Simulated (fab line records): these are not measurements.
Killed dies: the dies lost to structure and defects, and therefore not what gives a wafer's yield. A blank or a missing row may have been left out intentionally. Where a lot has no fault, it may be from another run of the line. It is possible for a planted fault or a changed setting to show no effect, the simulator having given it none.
Problem report, 8D (eight disciplines) form, completed by code	flow n5-finfet	the parts of the form that need people (team, actions taken, sign-off) are left out

== 1. THE PROBLEM ==
Across 9 wafers from 3 lots, V4_OVL at N5_BEOL_M5_OVL_MEAS_29 averages 4.1 nm, while fault-free wafers read -0.4 nm with a standard deviation of 0.71. That puts it +6.4 standard deviations away from the usual mean.
The first sign was on wafer L912.1 at day 10 13:37, on overlay-01. At this step, 32 wafers from 11 lots have a number in the record. By rule, "out" or "out of limits" means more than 4 standard deviations away from the usual mean. The other wafers with a number count as sound.

== 2. WHAT IT IS; WHAT IT IS NOT ==
question	is	is not
which readings at this step	V4_OVL	-
which lots	L912, L913, L914	L904, L905, L908, L910, L917, L919, L920, L921
which wafers of those lots	all that have a number	-
read on which gauges	overlay-01, overlay-02	-
when	from day 10 13:37	up to then (11 sound wafers); but 12 sound wafers of L917, L919, L920, L921 came after

== 3. SUSPECTS, AND WHAT RULES EACH OUT ==
Counting: a tool at a process step up to the reading stays a suspect if it ran every lot that is out and no sound lot after the first of them.
- ruled out: the gauge at N5_BEOL_M5_OVL_MEAS_29. Those wafers that are out were read across 2 gauges (overlay-01, overlay-02).
- euv-scanner-01 at N5_BEOL_M5_EXPOSE_25 (exposes mask V4, defocus 10 nm): kept. All lots that are out passed through it, beginning with L912 at day 10 13:26, and no sound lot followed; its final sound lot before that point was L910 at day 9 20:14.
Remaining after the count: euv-scanner-01 at N5_BEOL_M5_EXPOSE_25.

== 4. THE CAUSE (what the simulator had put in) ==
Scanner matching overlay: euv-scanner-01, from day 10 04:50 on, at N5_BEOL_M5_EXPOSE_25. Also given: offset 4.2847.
After counting, this tool was the only one left.

== 5. THE CHAIN OF EFFECTS, in route order ==
Rows list readings where the struck wafers' mean (over those with a number) sits beyond 3 standard deviations from the usual. Only readings for which the record gives a usual standard deviation are gone through. hours: the time from each lot's start at the first step in this table that gives one to its start at this step, as a median over the lots. sigmas: the change in usual standard deviations.
hours	step	reading	usual	on struck wafers	change	sigmas
0	N5_BEOL_M5_OVL_MEAS_29	V4_OVL	-0.4 nm	4.1	+4.5	+6.4

== 6. WHAT WOULD HAVE CAUGHT IT SOONER ==
Counted from the fault's start at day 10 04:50, it took 9 hours until the first out-of-limits reading at a measuring or inspecting step in this record, taken at day 10 13:37.
Of the lots that are out (3), L914, L913 began N5_BEOL_M5_EXPOSE_25 on euv-scanner-01 after day 10 13:37. A hold on the tool at that time would have spared those 2.
